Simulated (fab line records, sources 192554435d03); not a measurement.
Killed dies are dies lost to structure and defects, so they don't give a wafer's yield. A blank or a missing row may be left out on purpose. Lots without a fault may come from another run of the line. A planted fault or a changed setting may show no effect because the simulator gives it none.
fab line records | flow n5_finfet
record lots=7 wafers=39
route steps=1938 shown WELL_APT@26 PMOS_HMC_CHANNEL_EPI@68 SD_EPI_N@279 HKMG_FIN@419 MOL_CONTACT_COAG@535 BEOL_M1@753 BEOL_M2@901 BEOL_M4@1070 BEOL_M8@1368 BEOL_M9@1440 BEOL_M12@1639 BEOL_M14@1770 PASSIVATION@1916
start_h: hours from the record's first day to the start of the lot's first wafer shown | wait_h: hours since the lot's step before | " the same as in the row above | L1.1+2: a row that stands for several wafers | - no value, or no start given | * or withheld: withheld | < > ~ a bound
route shown NAME@n: a module of which the file shows steps, and the number in the route of the first | usual: mean/standard deviation of fault-free wafers | same: alike in all rows | chamber/n: place in a boat | sites: the reading at each site | _std_site: their standard deviation | _edge_site: outer sites' mean less inner sites' | radius_mm: how far each site lies from the wafer's centre | mask NAME#n: copy n | behind: the tool/chamber that last shaped the wafer | hold: why the lot was held/for how many hours/how that ended | device: the transistor (n, p or np) that didn't switch | end of line: the same wafers' tests at the end of the route | a step without rows: its recipe alone | killed: dies lost to structure and defects at the first sort, not the wafer's yield | map: a wafer's dies, x killed, . not, _ none there
set.NAME: the setting as run; set.NAME@STEP: as run at that earlier step | model.NAME: the simulator's own value behind a step, which no gauge read
lots whose settings were changed on purpose; a table a step, a row a wafer
## steps
# step N5_WELL_APT_DEVELOP_07
# recipe develop_time_s=45 rinse_liquid=surfactant_rinse dry=air_spin dev_temp_c=21
# step N5_PMOS_HMC_CHANNEL_EPI_DESCUM_14
# recipe chemistry=O2 time_s=7.9 source_power_w=50 bias_power_w=20 pressure_mtorr=20 rf_frequency_hz=2.712e+07 temp_c=40 resist=CAR-ArF-block o2_flow_sccm=225
# step N5_SD_EPI_N_ETCH_16
# recipe chemistry=CHF3/O2 target=SiO2 target_depth_a=50 mask_material=SOC pressure_mtorr=30 source_w=650 bias_w=170 Ar_flow_sccm=200 CHF3_flow_sccm=50 O2_flow_sccm=5 ion_energy_ev=200
# step N5_HKMG_FIN_ALD_36
# recipe material=TiN target_thk_a=10 temp_c=400 ald_precursor_family=TiCl4 ald_co_reactant=NH3 pulse_time_s=1 purge_time_s=3 co_reactant_purge_time_s=2 co_reactant_pulse_time_s=2 ald_cycles=47 pressure_torr=3
# step N5_MOL_CONTACT_COAG_CONTACT_ETCH_14
# recipe chemistry=C4F6/O2 target=SiO2 target_depth_a=275 overetch_a=85 mask_material=SOC pressure_mtorr=30 source_w=370 bias_w=185 Ar_flow_sccm=300 C4F6_flow_sccm=16 O2_flow_sccm=10 time_s=20 ion_energy_ev=259.6
# step N5_BEOL_M1_PECVD_72
# recipe material=SiO2 target_thk_a=160 temp_c=400 precursor=TEOS/O2 pressure_torr=5.5 rf_w=450 teos_flow_sccm=53.8 gas=O2 flow_sccm=3000 time_s=18
# step N5_BEOL_M2_ALD_84
# recipe material=TaN target_thk_a=* temp_c=275 ald_precursor_family=PDMAT ald_co_reactant=NH3 pressure_torr=3 carrier_flow_sccm=1500 pulse_time_s=2 purge_time_s=3 co_reactant_purge_time_s=2 co_reactant_pulse_time_s=3 ald_cycles=30 precursor_vessel_temp_c=75 precursor_vessel_pressure_torr=26.25 precursor_vessel_carrier_sccm=1000
# step N5_BEOL_M4_TRENCH_ETCH_37
# recipe chemistry=C4F6/O2 target_depth_a=555.55 target=SiOC time_s=29.2 ion_energy_ev=250 pressure_mtorr=30 source_w=355 bias_w=185 Ar_flow_sccm=300 C4F6_flow_sccm=10 O2_flow_sccm=10
# step N5_BEOL_M8_DESCUM_33
# recipe chemistry=O2 time_s=7 source_power_w=50 bias_power_w=20 pressure_mtorr=20 rf_frequency_hz=2.712e+07 temp_c=40 resist=CAR-EUV o2_flow_sccm=225
# step N5_BEOL_M9_ETCH_66
# recipe chemistry=N2/H2 target=SOC target_depth_a=800 overetch_a=160 mask_material=SiARC temp_c=40 time_s=120 ion_energy_ev=200 pressure_mtorr=30 source_w=840 bias_w=150 n2_flow_sccm=200 h2_flow_sccm=200
# step N5_BEOL_M12_TRENCH_ETCH_34
# recipe chemistry=C4F8/O2/Ar target=SiOC target_depth_a=3189.5 mask_material=SOC pressure_mtorr=30 source_w=3000 bias_w=700 Ar_flow_sccm=400 C4F8_flow_sccm=15 O2_flow_sccm=8 he_inner_torr=15 he_outer_torr=30 time_s=125.5 ion_energy_ev=250
# step N5_BEOL_M14_DEP_53
# recipe material=SiCN target_thk_a=500 temp_c=withheld precursor=3MS/NH3 pressure_torr=3 rf_w=675 time_s=17.8
# step N5_PASSIVATION_PECVD_35
# recipe material=SiNx target_thk_a=7000 temp_c=400 precursor=SiH4/NH3/N2 pressure_torr=4.9 rf_w=1406 time_s=151.3
# step N5_PASSIVATION_PROBE_49
# usual killed_at_contacts=12/5.3 killed_at_other=3.2/2.7 killed_on_rim=13/4 sort_bin_5_function=5.1/0.92 sort_n_pass=1077/17
# columns lot.wafer tool chamber start_h wait_h set.develop_time_s@WELL_APT_DEVELOP_07 set.time_s@PMOS_HMC_CHANNEL_EPI_DESCUM_14 set.target_depth_a@SD_EPI_N_ETCH_16 set.ald_cycles@HKMG_FIN_ALD_36 set.time_s@MOL_CONTACT_COAG_CONTACT_ETCH_14 set.time_s@BEOL_M1_PECVD_72 set.ald_cycles@BEOL_M2_ALD_84 set.target_depth_a@BEOL_M4_TRENCH_ETCH_37 set.time_s@BEOL_M8_DESCUM_33 set.target_depth_a@BEOL_M9_ETCH_66 set.target_depth_a@BEOL_M12_TRENCH_ETCH_34 set.target_thk_a@BEOL_M14_DEP_53 set.time_s@PASSIVATION_PECVD_35 killed_at_contacts killed_at_other killed_on_rim sort_bin_5_function[%] sort_n_pass
L076.1 prober-01 - 307.44 0.2 45 7.9 34.42 47 20 25.53 30 798.5 10.51 800 3189.5 500 205.5 18 1039 152 95.3 0
L076.2 prober-01 - 307.49 0.2 64.97 7.9 50 47 14.97 18 47 555.55 7 800 4739 500 151.3 99 7 30 11.9 980
L076.3 prober-01 - 307.54 0.3 64.97 7.9 50 47 14.97 25.53 30 555.55 7 972.5 4739 500 205.5 48 1055 152 96.4 0
L076.4 prober-01 - 307.59 0.3 64.97 7.9 34.42 47 20 18 30 555.55 10.51 972.5 3189.5 723.9 205.5 24 1084 152 97.0 0
L076.5 prober-01 - 307.64 0.4 45 7.9 34.42 47 14.97 25.53 47 798.5 10.51 972.5 4739 723.9 151.3 145 0 22 16.4 745
L076.6 prober-01 - 307.69 0.4 45 7.9 50 47 20 18 47 798.5 7 800 3189.5 723.9 151.3 11 2 12 5.3 1071
L075.1 prober-02 - 307.74 0.0 45 7.9 70.53 56 20 21.21 21 555.55 7 800 3189.5 500 209.5 11 1088 152 96.2 0
L075.2 prober-02 - 307.79 0.1 45 5.707 70.53 47 20 18 21 555.55 2.937 800 3189.5 796.4 209.5 10 1082 152 95.7 0
L075.3 prober-02 - 307.84 0.1 45 7.9 50 56 20 21.21 30 805.1 7 800 3189.5 500 151.3 14 5 10 4.4 1084
L075.4 prober-02 - 307.89 0.2 45 7.9 70.53 47 28.58 18 30 805.1 2.937 800 3189.5 796.4 151.3 11 3 13 5.5 1067
L075.5 prober-02 - 307.94 0.2 45 5.707 50 47 28.58 21.21 30 555.55 2.937 800 3189.5 500 151.3 9 1 13 4.5 1085
L075.6 prober-02 - 307.99 0.3 45 5.707 50 56 28.58 18 21 805.1 7 800 3189.5 796.4 209.5 12 1088 152 96.5 0
L077.1 prober-01 - 324.67 0.0 45 7.9 65.53 64 8.211 14.53 30 406.9 7 975.9 3189.5 500 151.3 1106 0 152 96.9 0
L077.2 prober-01 - 324.72 0.1 56.46 7.9 65.53 47 8.211 18 13 555.55 5.176 975.9 3784 767.9 151.3 1079 4 152 96.2 0
L077.3 prober-01 - 324.77 0.1 56.46 11.81 50 64 20 14.53 13 555.55 7 800 3784 767.9 122.4 13 3 77 5.2 571
L077.4 prober-01 - 324.82 0.2 45 7.9 50 47 20 18 13 406.9 7 975.9 3784 500 122.4 5 9 75 4.2 621
L077.5 prober-01 - 324.87 0.2 56.46 11.81 65.53 47 20 14.53 30 406.9 5.176 800 3189.5 767.9 122.4 11 6 20 4.2 1050
L077.6 prober-01 - 324.92 0.3 45 11.81 50 64 8.211 18 30 555.55 5.176 800 3189.5 500 151.3 1095 3 152 97.0 0
L083.1 prober-02 - 345.42 0.0 36.51 4.883 61.34 60 26.27 18 30 555.55 10.26 800 3189.5 760.6 201.6 13 1080 152 96.4 0
L083.2 prober-02 - 345.47 0.1 45 7.9 61.34 60 26.27 18 25 555.55 10.26 800 3189.5 760.6 151.3 6 1 13 5.0 1066
L083.3 prober-02 - 345.52 0.1 45 4.883 50 47 26.27 18 30 555.55 7 800 3189.5 500 151.3 5 5 11 3.8 1088
L083.4 prober-02 - 345.57 0.2 36.51 7.9 50 60 20 18 25 555.55 7 800 3189.5 760.6 201.6 17 1077 152 95.8 0
L083.5 prober-02 - 345.62 0.2 45 7.9 50 47 20 18 30 555.55 10.26 800 3189.5 500 201.6 7 1092 152 96.4 0
L083.6 prober-02 - 345.67 0.3 36.51 4.883 61.34 47 20 18 25 555.55 7 800 3189.5 500 151.3 13 4 9 4.7 1084
L082.1 prober-01 - 349.49 0.8 45 4.35 39.91 47 20 21.61 40 727.2 7 800 1469 618.9 151.3 12 1 54 4.9 817
L082.2 prober-01 - 349.54 0.8 21.9 4.35 39.91 47 8.214 21.61 30 727.2 10.81 955.2 3189.5 618.9 182.2 1063 2 152 95.7 0
L082.3 prober-01 - 349.59 0.9 21.9 7.9 50 47 8.214 21.61 40 555.55 10.81 955.2 1469 500 151.3 1078 4 152 96.2 0
L082.4 prober-01 - 349.64 0.9 45 7.9 39.91 47 20 18 40 555.55 10.81 800 3189.5 618.9 182.2 10 1079 152 96.9 0
L082.5 prober-01 - 349.69 1.0 45 4.35 50 47 8.214 18 30 727.2 7 955.2 3189.5 500 151.3 1127 2 152 97.8 0
L082.6 prober-01 - 349.74 1.0 21.9 7.9 50 47 20 18 30 555.55 7 800 1469 500 182.2 6 798 152 72.8 0
L088.2 prober-02 - 374.87 0.1 45 7.9 50 47 20 18 30 555.55 7 800 3189.5 500 151.3 12 1 21 6.2 1057
L088.5 prober-02 - 375.02 0.2 45 7.9 50 47 20 18 30 555.55 7 800 3189.5 500 151.3 16 0 14 4.2 1093
L088.6 prober-02 - 375.07 0.3 45 7.9 50 47 20 18 30 555.55 7 800 3189.5 500 151.3 6 1 8 5.8 1077
L089.1 prober-01 - 412.01 0.0 45 10.55 50 72 16.76 18 30 555.55 7 1052 3189.5 365.5 151.3 9 2 16 4.5 1043
L089.2 prober-01 - 412.06 0.1 24.71 10.55 50 72 16.76 26.15 21 555.55 9.883 800 2515 500 151.3 8 7 21 4.2 932
L089.3 prober-01 - 412.11 0.1 24.71 7.9 67.21 72 20 26.15 30 555.55 9.883 1052 2515 365.5 110.4 11 4 19 5.9 997
L089.4 prober-01 - 412.16 0.2 24.71 10.55 67.21 47 20 26.15 30 555.55 7 800 3189.5 365.5 110.4 19 4 23 5.3 1060
L089.5 prober-01 - 412.21 0.2 45 7.9 67.21 47 16.76 18 21 555.55 9.883 800 3189.5 500 151.3 14 11 22 6.0 997
L089.6 prober-01 - 412.26 0.3 45 7.9 50 47 20 18 21 555.55 7 1052 2515 500 110.4 10 6 21 6.6 980
# killed by level:class
L076.1 PASSIVATION:area_pecvd=1037 STI_FIN_REVEAL:geometric_particle:open=19 BEOL_M0_SAQP:geometric_particle:short=18 FIN_SAQP:geometric_particle:open=16 BEOL_M0_SAQP:geometric_particle:open=14 MOL_CONTACT_COAG:geometric_particle:open=12 BEOL_M4:geometric_particle:open=12 GATE_CUT:geometric_particle:open=7
L076.2 MOL_CONTACT_COAG:area_etch=84 BEOL_M2:area_ecd=20 MOL_CONTACT_COAG:geometric_particle:open=12 BEOL_M0_SAQP:geometric_particle:short=10 FIN_SAQP:geometric_particle:short=9 BEOL_M0_SAQP:geometric_particle:open=9 FIN_SAQP:geometric_particle:open=7 STI_FIN_REVEAL:geometric_particle:open=7
L076.3 PASSIVATION:area_pecvd=1052 MOL_CONTACT_COAG:area_etch=37 STI_FIN_REVEAL:geometric_particle:open=12 BEOL_M0_SAQP:geometric_particle:short=12 BEOL_M4:geometric_particle:open=10 MOL_CONTACT_COAG:geometric_particle:open=8 GATE_CUT:geometric_particle:short=6 STARTING-WAFER:geometric_particle:short=6
L076.4 PASSIVATION:area_pecvd=1082 MOL_CONTACT_COAG:geometric_particle:open=23 BEOL_M0_SAQP:geometric_particle:short=9 BEOL_M0_SAQP:geometric_particle:open=9 BEOL_M4:geometric_particle:open=6 FIN_SAQP:geometric_particle:short=5 STI_FIN_REVEAL:geometric_particle:open=5 GATE_CUT:geometric_particle:open=4
L076.5 MOL_CONTACT_COAG:area_etch=136 BEOL_M0_SAQP:geometric_particle:short=15 BEOL_M0_SAQP:geometric_particle:open=11 FIN_SAQP:geometric_particle:open=9 BEOL_M4:geometric_particle:open=9 MOL_CONTACT_COAG:geometric_particle:open=8 STI_FIN_REVEAL:geometric_particle:open=5 BEOL_M3:geometric_particle:open=5
L076.6 FIN_SAQP:geometric_particle:open=12 BEOL_M0_SAQP:geometric_particle:open=12 STI_FIN_REVEAL:geometric_particle:open=10 MOL_CONTACT_COAG:geometric_particle:open=8 BEOL_M0_SAQP:geometric_particle:short=6 STARTING-WAFER:geometric_particle:short=6 FIN_SAQP:geometric_particle:short=5 BEOL_M3:geometric_particle:open=5
L075.1 PASSIVATION:area_pecvd=1082 BEOL_M4:geometric_particle:open=11 MOL_CONTACT_COAG:geometric_particle:open=9 BEOL_M0_SAQP:geometric_particle:open=8 DUMMY_GATE:geometric_particle:open=6 M2:area_ald=5 PASS1_CAP:geometric_particle:short=4 BEOL_M2:geometric_particle:open=4
L075.2 PASSIVATION:area_pecvd=1080 BEOL_M4:geometric_particle:open=15 MOL_CONTACT_COAG:geometric_particle:open=8 BEOL_M0:geometric_particle:open=7 BEOL_M0_SAQP:geometric_particle:short=5 BEOL_M0_SAQP:geometric_particle:open=5 BEOL_M2:geometric_particle:open=5 BEOL_M3:geometric_particle:open=5
L075.3 MOL_CONTACT_COAG:geometric_particle:open=12 STI_FIN_REVEAL:geometric_particle:open=11 FIN_SAQP:geometric_particle:short=7 BEOL_M0_SAQP:geometric_particle:short=6 BEOL_M0_SAQP:geometric_particle:open=6 BEOL_M1:geometric_particle:open=6 ILD0:geometric_particle:open=5 GATE_CUT:geometric_particle:open=4
L075.4 STI_FIN_REVEAL:geometric_particle:open=11 BEOL_M0_SAQP:geometric_particle:short=10 DUMMY_GATE:geometric_particle:open=9 MOL_CONTACT_COAG:geometric_particle:open=9 BEOL_M4:geometric_particle:open=9 FIN_SAQP:geometric_particle:open=6 BEOL_M1:geometric_particle:open=6 BEOL_M0_SAQP:geometric_particle:open=6
L075.5 FIN_SAQP:geometric_particle:short=11 BEOL_M2:geometric_particle:open=9 STI_FIN_REVEAL:geometric_particle:open=8 MOL_CONTACT_COAG:geometric_particle:open=7 BEOL_M4:geometric_particle:open=7 BEOL_M0_SAQP:geometric_particle:short=5 BEOL_M0_SAQP:geometric_particle:open=5 BEOL_M1:geometric_particle:short=5
L075.6 PASSIVATION:area_pecvd=1080 MOL_CONTACT_COAG:geometric_particle:open=11 BEOL_M0_SAQP:geometric_particle:short=8 M2:area_ald=8 DUMMY_GATE:geometric_particle:open=7 BEOL_M2:geometric_particle:open=7 BEOL_M1:geometric_particle:open=6 FIN_SAQP:geometric_particle:open=4
L077.1 MOL_CONTACT_COAG:area_etch=1087 MOL_CONTACT_COAG:geometric_particle:open=14 STI_FIN_REVEAL:geometric_particle:open=9 BEOL_M0_SAQP:geometric_particle:open=7 BEOL_M0_SAQP:geometric_particle:short=7 BEOL_M3:geometric_particle:short=6 MOL_CONTACT_COAG:geometric_particle:short=5 BEOL_M4:geometric_particle:open=5
L077.2 MOL_CONTACT_COAG:area_etch=1069 STI_FIN_REVEAL:geometric_particle:open=12 BEOL_M2:geometric_particle:open=12 BEOL_M4:geometric_particle:open=10 BEOL_M0_SAQP:geometric_particle:open=9 MOL_CONTACT_COAG:geometric_particle:open=8 FIN_SAQP:geometric_particle:open=7 STARTING-WAFER:geometric_particle:short=5
L077.3 M2:area_ald=501 FIN_SAQP:geometric_particle:open=17 MOL_CONTACT_COAG:geometric_particle:open=11 FIN_SAQP:geometric_particle:short=10 STI_FIN_REVEAL:geometric_particle:open=7 BEOL_M4:geometric_particle:open=7 BEOL_M2:geometric_particle:open=6 BEOL_M3:geometric_particle:open=6
L077.4 M2:area_ald=468 FIN_SAQP:geometric_particle:open=12 BEOL_M3:geometric_particle:short=6 BEOL_M3:geometric_particle:open=5 MOL_CONTACT_COAG:geometric_particle:open=5 BEOL_M0:geometric_particle:open=5 BEOL_M4:geometric_particle:open=4 DUMMY_GATE:geometric_particle:open=4
L077.5 BEOL_M4:area_ecd=39 FIN_SAQP:geometric_particle:open=9 MOL_CONTACT_COAG:geometric_particle:open=8 BEOL_M0_SAQP:geometric_particle:open=7 BEOL_M2:geometric_particle:open=6 FIN_SAQP:geometric_particle:short=5 DUMMY_GATE:geometric_particle:open=4 BEOL_M3:geometric_particle:short=4
L077.6 MOL_CONTACT_COAG:area_etch=1084 FIN_SAQP:geometric_particle:open=13 BEOL_M3:geometric_particle:open=11 BEOL_M1:geometric_particle:open=10 MOL_CONTACT_COAG:geometric_particle:open=9 BEOL_M4:geometric_particle:open=5 STI_FIN_REVEAL:geometric_particle:open=5 BEOL_M0_SAQP:geometric_particle:short=5
L083.1 PASSIVATION:area_pecvd=1079 STI_FIN_REVEAL:geometric_particle:open=32 MOL_CONTACT_COAG:geometric_particle:open=11 STARTING-WAFER:geometric_particle:open=7 FIN_SAQP:geometric_particle:open=6 BEOL_M0_SAQP:geometric_particle:short=4 BEOL_M1:geometric_particle:open=4 BEOL_M2:geometric_particle:open=4
L083.2 STI_FIN_REVEAL:geometric_particle:open=13 BEOL_M0_SAQP:geometric_particle:short=9 M2:area_ald=9 FIN_SAQP:geometric_particle:open=8 FIN_SAQP:geometric_particle:short=6 STARTING-WAFER:geometric_particle:open=6 MOL_CONTACT_COAG:geometric_particle:open=5 BEOL_M0_SAQP:geometric_particle:open=5
L083.3 STI_FIN_REVEAL:geometric_particle:open=25 BEOL_M0_SAQP:geometric_particle:short=10 BEOL_M4:geometric_particle:open=8 BEOL_M0_SAQP:geometric_particle:open=5 DUMMY_GATE:geometric_particle:open=3 GATE_CUT:geometric_particle:short=3 MOL_CONTACT_COAG:geometric_particle:open=3 BEOL_M0:geometric_particle:open=3
L083.4 PASSIVATION:area_pecvd=1075 BEOL_M0_SAQP:geometric_particle:short=17 MOL_CONTACT_COAG:geometric_particle:open=15 STI_FIN_REVEAL:geometric_particle:open=14 STI_FIN_REVEAL:geometric_particle:short=6 BEOL_M1:geometric_particle:open=6 BEOL_M0_SAQP:geometric_particle:open=5 BEOL_M1:geometric_particle:short=4
L083.5 PASSIVATION:area_pecvd=1090 STI_FIN_REVEAL:geometric_particle:open=18 BEOL_M0_SAQP:geometric_particle:short=12 BEOL_M3:geometric_particle:open=9 MOL_CONTACT_COAG:geometric_particle:open=7 BEOL_M2:geometric_particle:open=6 BEOL_M4:geometric_particle:open=6 BEOL_M0_SAQP:geometric_particle:open=5
L083.6 M2:area_ald=12 MOL_CONTACT_COAG:geometric_particle:open=11 BEOL_M3:geometric_particle:open=7 FIN_SAQP:geometric_particle:open=6 BEOL_M0_SAQP:geometric_particle:short=6 FIN_SAQP:geometric_particle:short=5 BEOL_M5:geometric_particle:open=5 STI_FIN_REVEAL:geometric_particle:open=4
L082.1 BEOL_M12:area_ecd=262 FIN_SAQP:geometric_particle:open=18 FIN_SAQP:geometric_particle:short=11 MOL_CONTACT_COAG:geometric_particle:open=10 BEOL_M4:geometric_particle:open=7 DUMMY_GATE:geometric_particle:open=6 ILD0:geometric_particle:short=5 STI_FIN_REVEAL:geometric_particle:open=4
L082.2 MOL_CONTACT_COAG:area_etch=1043 FIN_SAQP:geometric_particle:open=17 MOL_CONTACT_COAG:geometric_particle:open=16 BEOL_M2:geometric_particle:open=13 STI_FIN_REVEAL:geometric_particle:open=9 BEOL_M3:geometric_particle:open=9 FIN_SAQP:geometric_particle:short=6 BEOL_M4:geometric_particle:open=6
L082.3 MOL_CONTACT_COAG:area_etch=1073 FIN_SAQP:geometric_particle:open=10 GATE_CUT:geometric_particle:short=8 ILD0:geometric_particle:open=8 BEOL_M2:geometric_particle:open=7 FIN_SAQP:geometric_particle:short=6 BEOL_M1:geometric_particle:open=6 STI_FIN_REVEAL:geometric_particle:open=5
L082.4 PASSIVATION:area_pecvd=1078 FIN_SAQP:geometric_particle:open=13 STI_FIN_REVEAL:geometric_particle:open=13 MOL_CONTACT_COAG:geometric_particle:open=8 BEOL_M0_SAQP:geometric_particle:short=8 ILD0:geometric_particle:open=7 BEOL_M2:geometric_particle:open=7 BEOL_M1:geometric_particle:open=6
L082.5 MOL_CONTACT_COAG:area_etch=1116 FIN_SAQP:geometric_particle:open=10 MOL_CONTACT_COAG:geometric_particle:open=10 ILD0:geometric_particle:short=6 FIN_SAQP:geometric_particle:short=4 STI_FIN_REVEAL:geometric_particle:open=4 DUMMY_GATE:geometric_particle:open=4 BEOL_M0_SAQP:geometric_particle:short=3
L082.6 PASSIVATION:area_pecvd=798 BEOL_M12:area_ecd=281 FIN_SAQP:geometric_particle:open=25 FIN_SAQP:geometric_particle:short=10 MOL_CONTACT_COAG:geometric_particle:open=6 BEOL_M3:geometric_particle:open=6 BEOL_M0_SAQP:geometric_particle:short=5 BEOL_M1:geometric_particle:open=5
L088.2 BEOL_M0_SAQP:geometric_particle:short=11 FIN_SAQP:geometric_particle:short=10 FIN_SAQP:geometric_particle:open=9 BEOL_M0_SAQP:geometric_particle:open=9 MOL_CONTACT_COAG:geometric_particle:open=8 BEOL_M4:geometric_particle:open=8 BEOL_M2:geometric_particle:open=7 BEOL_M3:geometric_particle:open=7
L088.5 BEOL_M0_SAQP:geometric_particle:open=12 MOL_CONTACT_COAG:geometric_particle:open=10 FIN_SAQP:geometric_particle:short=8 BEOL_M0:geometric_particle:open=7 MOL_CONTACT_COAG:geometric_particle:short=6 BEOL_M0_SAQP:geometric_particle:short=6 FIN_SAQP:geometric_particle:open=4 BEOL_M1:geometric_particle:open=4
L088.6 STI_FIN_REVEAL:geometric_particle:open=11 BEOL_M4:geometric_particle:open=9 FIN_SAQP:geometric_particle:open=8 DUMMY_GATE:geometric_particle:open=8 BEOL_M0_SAQP:geometric_particle:open=7 BEOL_M1:geometric_particle:open=7 GATE_CUT:geometric_particle:short=6 MOL_CONTACT_COAG:geometric_particle:open=5
L089.1 DUMMY_GATE:geometric_particle:open=13 BEOL_M3:geometric_particle:open=11 STI_FIN_REVEAL:geometric_particle:open=7 MOL_CONTACT_COAG:geometric_particle:open=6 BEOL_M2:geometric_particle:open=6 STARTING-WAFER:geometric_particle:short=6 FIN_SAQP:geometric_particle:open=5 BEOL_M1:geometric_particle:open=4
L089.2 M2:area_ald=63 HKMG_FIN:area_etch=13 BEOL_M1:geometric_particle:open=8 FIN_SAQP:geometric_particle:open=7 MOL_CONTACT_COAG:geometric_particle:open=6 FIN_SAQP:geometric_particle:short=5 BEOL_M0:geometric_particle:open=5 BEOL_M4:geometric_particle:open=4
L089.3 BEOL_M2:geometric_particle:open=19 BEOL_M3:geometric_particle:open=11 DUMMY_GATE:geometric_particle:open=8 MOL_CONTACT_COAG:geometric_particle:open=8 STI_FIN_REVEAL:geometric_particle:open=7 GATE_CUT:geometric_particle:open=7 FIN_SAQP:geometric_particle:short=6 BEOL_M0_SAQP:geometric_particle:open=5
L089.4 MOL_CONTACT_COAG:geometric_particle:open=15 STI_FIN_REVEAL:geometric_particle:open=11 BEOL_M3:geometric_particle:open=8 DUMMY_GATE:geometric_particle:open=7 BEOL_M1:geometric_particle:open=6 ILD0:geometric_particle:open=6 BEOL_M0_SAQP:geometric_particle:open=6 BEOL_M0_SAQP:geometric_particle:short=5
L089.5 M2:area_ald=58 DUMMY_GATE:geometric_particle:open=13 BEOL_M3:geometric_particle:short=10 MOL_CONTACT_COAG:geometric_particle:open=9 FIN_SAQP:geometric_particle:open=8 STI_FIN_REVEAL:geometric_particle:open=7 BEOL_M3:geometric_particle:open=7 GATE_CUT:geometric_particle:short=6
L089.6 M2:area_ald=68 STI_FIN_REVEAL:geometric_particle:open=15 HKMG_FIN:area_etch=11 BEOL_M3:geometric_particle:short=9 FIN_SAQP:geometric_particle:short=8 FIN_SAQP:geometric_particle:open=7 DUMMY_GATE:geometric_particle:open=7 MOL_CONTACT_COAG:geometric_particle:open=7
## key
split step=N5_WELL_APT_DEVELOP_07 setting=develop_time_s stated_as=45
response none clear
split step=N5_PMOS_HMC_CHANNEL_EPI_DESCUM_14 setting=time_s stated_as=7.9
response none clear
split step=N5_SD_EPI_N_ETCH_16 setting=target_depth_a stated_as=50
response none clear
split step=N5_HKMG_FIN_ALD_36 setting=ald_cycles stated_as=47
response none clear
split step=N5_MOL_CONTACT_COAG_CONTACT_ETCH_14 setting=time_s stated_as=20
response step=N5_PASSIVATION_PROBE_49 reading=killed_at_contacts slope=-11.3 per=1% together_with=all explained=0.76
split step=N5_BEOL_M1_PECVD_72 setting=time_s stated_as=18
response none clear
split step=N5_BEOL_M2_ALD_84 setting=ald_cycles stated_as=30
response none clear
split step=N5_BEOL_M4_TRENCH_ETCH_37 setting=target_depth_a stated_as=555.55
response none clear
split step=N5_BEOL_M8_DESCUM_33 setting=time_s stated_as=7
response none clear
split step=N5_BEOL_M9_ETCH_66 setting=target_depth_a stated_as=800
response none clear
split step=N5_BEOL_M12_TRENCH_ETCH_34 setting=target_depth_a stated_as=3189.5
response none clear
split step=N5_BEOL_M14_DEP_53 setting=target_thk_a stated_as=500
response none clear
split step=N5_PASSIVATION_PECVD_35 setting=time_s stated_as=151.3
response step=N5_PASSIVATION_PROBE_49 reading=killed_at_other slope=+26.4 per=1% together_with=all explained=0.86
response step=N5_PASSIVATION_PROBE_49 reading=sort_n_pass slope=-23.5 per=1% together_with=all explained=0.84
response step=N5_PASSIVATION_PROBE_49 reading=killed_on_rim slope=+3.12 per=1% together_with=all explained=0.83
response step=N5_PASSIVATION_PROBE_49 reading=sort_bin_5_function slope=+2.25 per=1% together_with=all explained=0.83
